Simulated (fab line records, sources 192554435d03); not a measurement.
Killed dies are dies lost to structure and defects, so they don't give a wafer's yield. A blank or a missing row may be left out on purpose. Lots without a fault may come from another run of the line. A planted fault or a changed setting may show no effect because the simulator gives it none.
One fault seen from 3 desks | flow n5_finfet | each desk has only its own numbers; what lay behind them comes last

THE DEFECT DESK
What the inspections along the route counted, lot by lot: means of the sampled wafers that have a number. A lot is out of limits, marked OUT, if its mean lies more than 4 standard deviations from the usual mean; the brackets give that distance.
Columns: A = raw_defect_count at N5_FIN_SAQP_INSPECT_18, usual 409
lot  | first seen here | A
L958 | day 2 16:05     | 386
L962 | day 3 17:50     | 527
L964 | day 4 04:37     | 355
L966 | day 4 17:40     | 363
L968 | day 5 04:51     | 580
L970 | day 5 16:52     | 367
L974 | day 6 16:03     | 398
L977 | day 7 10:24     | 349
L978 | day 7 16:10     | 394
This desk's finding: nothing out of limits on any of the 9 lots.

THE TOOL OWNER'S DESK: arfi_scanner-01
The tool's own readings at N5_FIN_SAQP_EXPOSE_13 (exposes mask FIN CORE, target cd 35.6 nm): means of the sampled wafers that have a number, for each lot that ran on this tool. A lot is out of limits, marked OUT, if its mean lies more than 4 standard deviations from the usual mean; the brackets give that distance.
Columns: A = exposure_dose_mJ_cm2 at N5_FIN_SAQP_EXPOSE_13, usual 63.35
lot  | first seen here | A
L958 | day 2 15:53     | 63.32
L964 | day 4 04:26     | 63.24
L966 | day 4 17:29     | 63.14
L968 | day 5 04:40     | 66.30 (+12) OUT
L974 | day 6 15:52     | 65.60 (+9.4) OUT
This desk's finding: out of limits on L968, L974; first on L968, day 5 04:40 (exposure_dose_mJ_cm2 at N5_FIN_SAQP_EXPOSE_13). In limits: L958, L964, L966.

THE METROLOGY DESK
What the gauges read, lot by lot, whatever tool the lot ran on: means of the sampled wafers that have a number. A lot is out of limits, marked OUT, if its mean lies more than 4 standard deviations from the usual mean; the brackets give that distance. Of its 11 readings 7 are shown: the one that was out of limits first, and those that lie furthest out on some lot.
Columns: A = cd_nm at N5_FIN_SAQP_CD_MEAS_16, usual 35.6 nm; B = DIBL_N at N5_BEOL_M4_RC_MEAS_101, usual 35.8 mV/V; C = IOFF_N at N5_BEOL_M4_RC_MEAS_101, usual 0.148 nA/um; D = IOFF_P at N5_BEOL_M4_RC_MEAS_101, usual 0.20 nA/um; E = ION_P at N5_BEOL_M4_RC_MEAS_101, usual 462 uA/um; F = SS_N at N5_BEOL_M4_RC_MEAS_101, usual 71.2 mV/dec; G = VT_P at N5_BEOL_M4_RC_MEAS_101, usual -251 mV
lot  | first seen here | A               | B    | C     | D    | E   | F    | G
L958 | day 2 16:01     | 35.7            | 37.2 | 0.151 | 0.22 | 467 | 71.2 | -248
L962 | day 3 17:46     | 36.0            | 37.9 | 0.181 | 0.25 | 475 | 71.7 | -244
L964 | day 4 04:33     | 35.6            | 35.2 | 0.131 | 0.20 | 464 | 70.7 | -248
L966 | day 4 17:37     | 35.3            | 35.0 | 0.144 | 0.18 | 461 | 71.3 | -251
L968 | day 5 04:47     | 33.8 (-4.8) OUT | 38.2 | 0.199 | 0.28 | 465 | 72.7 | -244
L970 | day 5 16:48     | 35.8            | 34.3 | 0.145 | 0.22 | 473 | 71.0 | -246
L974 | day 6 15:59     | 34.6            | 36.4 | 0.148 | 0.18 | 456 | 71.3 | -254
L977 | day 7 10:20     | 35.2            | 36.5 | 0.161 | 0.20 | 468 | 71.3 | -248
L978 | day 7 16:05     | 35.8            | 35.0 | 0.157 | 0.20 | 470 | 70.7 | -248
This desk's finding: out of limits on L968; first on L968, day 5 04:47 (cd_nm at N5_FIN_SAQP_CD_MEAS_16). In limits: L958, L962, L964, L966, L970, L974, L977, L978.

PUT TOGETHER
The tool owner's desk could have raised an alarm at day 5 04:40, on L968, L974.
The metrology desk could have raised an alarm at day 5 04:47, on L968.
The defect desk saw nothing out of limits.
The defect desk has L968, L974 on record, within its limits.
The metrology desk has L974 on record, within its limits.
Of the lots named, all ran N5_FIN_SAQP_EXPOSE_13 on arfi_scanner-01.

WHAT THE SIMULATOR HAD PUT IN
Process parameter drift: arfi_scanner-01, from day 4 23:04 on, at N5_FIN_SAQP_EXPOSE_13. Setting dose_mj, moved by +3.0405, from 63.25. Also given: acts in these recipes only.
Lots struck among those shown: L968, L974.
Hours from the fault's start to each desk's first reading out of limits: the tool owner's desk, 6; the metrology desk, 6.
